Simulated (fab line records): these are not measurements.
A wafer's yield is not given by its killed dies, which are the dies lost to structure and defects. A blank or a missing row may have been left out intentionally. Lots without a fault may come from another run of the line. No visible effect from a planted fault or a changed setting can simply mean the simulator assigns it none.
8D (eight disciplines) problem report, filled in by code / flow n5-finfet / the parts of the form that need people (team, actions taken, sign-off) are left out

## 1. WHAT WENT WRONG
Wafers without a fault read 25.8 s, standard deviation 0.45; etch-rf-on-time-s at N5_BEOL_M8_ETCH_65 reads a mean of 18.6 s on 3 wafers belonging to 3 lots. That is -16 standard deviations from the usual mean.
The step: etches SiARC in CF4, target depth 15.6 nm, time 26 s.
First seen on wafer L530.6, day 13 11:50, on rie-diel-04. The record has a number at this step for 27 wafers belonging to 10 lots. Rule for "out", or "out of limits": more than 4 standard deviations from the usual mean. The other wafers with a number count as sound.

## 2. WHAT IT IS, WHAT IT ISN'T
question=which readings at this step | is=etch-rf-on-time-s | is not=drypump-motor-current-A, oes-product-au, rf-vpp-V, showerhead-plenum-p-Torr, throttle-valve-pct
question=which lots | is=L530, L532, L534 | is not=L514, L516, L518, L525, L527, L529, L536
question=which wafers of those lots | is=L530.6, L532.1, L534.1 | is not=L530.4, L532.4, L534.5
question=read on which tools | is=rie-diel-04 | is not=rie-diel-02, rie-diel-03
question=when | is=from day 13 11:50 | is not=up to then (16 sound wafers); but 8 sound wafers of L529, L532, L534, L536 came after

## 3. SUSPECTS, AND WHAT RULES EACH OUT
Counting: if a tool at a process step up to the reading ran every lot that is out, it stays a suspect. Sound lots after the first of them don't rule it out here, since some wafers of a struck lot are sound.
- rie-diel-04 at N5_BEOL_M8_DESCUM_33 (chemistry O2, time 7 s): kept. Every lot that is out went through it, the first being L530 (day 13 11:47); the last sound lot it ran before that was L525 (day 12 14:19).
- rie-diel-04 at N5_BEOL_M8_ETCH_65 (etches SiARC in CF4, target depth 15.6 nm, time 26 s): kept. Every lot that is out went through it, the first being L530 (day 13 11:50); the last sound lot it ran before that was L525 (day 12 14:22). Its own readings are out on those wafers: etch-rf-on-time-s.
Remaining after the count are rie-diel-04 at N5_BEOL_M8_DESCUM_33 and rie-diel-04 at N5_BEOL_M8_ETCH_65.

## 4. THE CAUSE (what the simulator had put in)
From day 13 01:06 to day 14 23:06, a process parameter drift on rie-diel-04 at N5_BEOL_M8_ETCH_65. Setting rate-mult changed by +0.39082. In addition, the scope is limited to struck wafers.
This tool is one of the 2 suspects left after counting.

## 5. THE CHAIN OF EFFECTS, in route order
One row per reading whose mean, taken over the struck wafers that have a number, lies over 3 standard deviations from the usual. Only readings whose record carries a usual standard deviation are examined. hours: median over the lots of the time between each lot's start at the first step of this table that gives one and its start at this step. sigmas: the change, counted in usual standard deviations.
hours=0; step=N5_BEOL_M8_ETCH_65; reading=etch-rf-on-time-s; usual=25.8 s; on struck wafers=18.6; change=-7.2; sigmas=-16
It contains these process steps:
- N5_BEOL_M8_ETCH_65: etches SiARC in CF4, target depth 15.6 nm, time 26 s.

## 6. HOW IT WOULD HAVE BEEN CAUGHT EARLIER
In this record the first reading out of limits was taken at day 13 11:50, 11 hours after the fault began at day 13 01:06.
